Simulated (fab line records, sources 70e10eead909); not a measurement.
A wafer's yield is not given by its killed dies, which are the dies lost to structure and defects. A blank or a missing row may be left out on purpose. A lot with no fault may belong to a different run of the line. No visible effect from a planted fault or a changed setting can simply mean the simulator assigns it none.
Chamber matching :: flow nand harc :: rie diel-09 running NHARC_P_M2_ETCH_35: 4 sister chambers
The step etches the open film in N2/H2, target depth 40 nm, overetch 12 nm, time 43.94 s. 8 wafers are shown with their chamber, then 12 later ones without.

== EACH WAFER AND ITS CHAMBER ==
wafer: L087.5
chamber: 3
drypump motor current A (A): 6.3
rf vpp V (V): 429.1

wafer: L088.1
chamber: 1
drypump motor current A (A): 5.4
rf vpp V (V): 428.3

wafer: L088.6
chamber: 3
drypump motor current A (A): 6.3
rf vpp V (V): 430.8

wafer: L086.2
chamber: 0
drypump motor current A (A): 6.3
rf vpp V (V): 432.4

wafer: L086.5
chamber: 2
drypump motor current A (A): 5.5
rf vpp V (V): 428.9

wafer: L085.1
chamber: 1
drypump motor current A (A): 5.4
rf vpp V (V): 429.0

wafer: L085.2
chamber: 0
drypump motor current A (A): 6.4
rf vpp V (V): 432.8

wafer: L085.3
chamber: 2
drypump motor current A (A): 5.5
rf vpp V (V): 429.4

== WAFERS MISSING THEIR CHAMBER ==
wafer: L091.3
drypump motor current A (A): 6.3
rf vpp V (V): 431.3

wafer: L091.4
drypump motor current A (A): 6.4
rf vpp V (V): 433.7

wafer: L091.5
drypump motor current A (A): 5.4
rf vpp V (V): 429.9

wafer: L093.1
drypump motor current A (A): 6.3
rf vpp V (V): 429.8

wafer: L093.3
drypump motor current A (A): 5.5
rf vpp V (V): 427.9

wafer: L093.5
drypump motor current A (A): 5.6
rf vpp V (V): 429.5

wafer: L094.1
drypump motor current A (A): 6.3
rf vpp V (V): 432.6

wafer: L094.3
drypump motor current A (A): 5.4
rf vpp V (V): 429.3

wafer: L094.6
drypump motor current A (A): 6.3
rf vpp V (V): 430.0

wafer: L096.2
drypump motor current A (A): 5.5
rf vpp V (V): 428.7

wafer: L096.4
drypump motor current A (A): 5.5
rf vpp V (V): 429.5

wafer: L096.5
drypump motor current A (A): 6.3
rf vpp V (V): 433.3

== WHICH CHAMBER EACH WENT THROUGH ==
wafer: L091.3
from the rows above: can't be placed: 3 or 0
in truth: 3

wafer: L091.4
from the rows above: 0
in truth: 0

wafer: L091.5
from the rows above: can't be placed: 1 or 2
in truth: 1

wafer: L093.1
from the rows above: 3
in truth: 3

wafer: L093.3
from the rows above: can't be placed: 2 or 1
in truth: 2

wafer: L093.5
from the rows above: 2
in truth: 2

wafer: L094.1
from the rows above: 0
in truth: 0

wafer: L094.3
from the rows above: can't be placed: 1 or 2
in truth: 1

wafer: L094.6
from the rows above: 3
in truth: 3

wafer: L096.2
from the rows above: 2
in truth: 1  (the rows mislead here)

wafer: L096.4
from the rows above: 2
in truth: 2

wafer: L096.5
from the rows above: 0
in truth: 0
7 of 12 placed correctly. From these rows, 4 cannot be placed; in 4 the true chamber is one of the candidates. Placed wrongly: 1.
How it was worked out, from the rows above alone: a wafer's distance from a chamber is the root of the sum, over the readings, of the square of ((its reading less the chamber's mean) divided by the reading's scatter). The wafer belongs to the nearest chamber; if the next one is less than 2 further off, it can't be placed. The mean given for a chamber averages the wafers shown for that chamber. How the scatter is found: for the shown wafers, subtract from each reading the mean of its chamber, square and add these, divide the total by (wafers less chambers), then take the root.
